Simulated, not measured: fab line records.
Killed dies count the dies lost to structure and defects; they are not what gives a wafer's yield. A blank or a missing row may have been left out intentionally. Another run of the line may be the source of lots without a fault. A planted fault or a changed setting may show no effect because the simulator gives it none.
Chamber matching | flow nandHarc | rieDiel-01 running NHARC_P_GATE_DESCUM_13: 4 sister chambers
The step chemistry O2, time 3 s. 4 wafers are shown with their chamber, then 8 later ones without.

WAFERS PAIRED WITH THEIR CHAMBERS
wafer  | chamber | drypumpMotorCurrentA (A)
L733.3 | 0       | 6.7
L745.5 | 2       | 6.0
L745.6 | 1       | 5.1
L744.1 | 3       | 5.3

WAFERS WITHOUT THEIR CHAMBER
wafer  | drypumpMotorCurrentA (A)
L744.3 | 6.0
L744.4 | 5.1
L747.3 | 6.0
L747.4 | 5.3
L747.6 | 6.0
L746.1 | 5.4
L746.2 | 5.1
L746.4 | 6.0

CHAMBER TAKEN BY EACH
wafer  | from the rows above | in truth
L744.3 | 2                   | 2
L744.4 | 1                   | 1
L747.3 | 2                   | 2
L747.4 | 3                   | 3
L747.6 | 2                   | 2
L746.1 | 3                   | 3
L746.2 | 1                   | 1
L746.4 | 2                   | 2
8 of 8 placed correctly. Can't be placed from these rows: 0. Number placed wrongly: 0.
How it was worked out, from the rows above alone: a wafer's distance from a chamber is the root of the sum, over the readings, of the square of ((its reading less the chamber's mean) divided by the reading's scatter). The wafer belongs to the nearest chamber; if the next one is less than 2 further off, it can't be placed. Each chamber's mean is taken over the wafers shown for it. The scatter: root of mean squared gap, hidden wafer to nearest shown wafer, with one shown wafer a chamber.
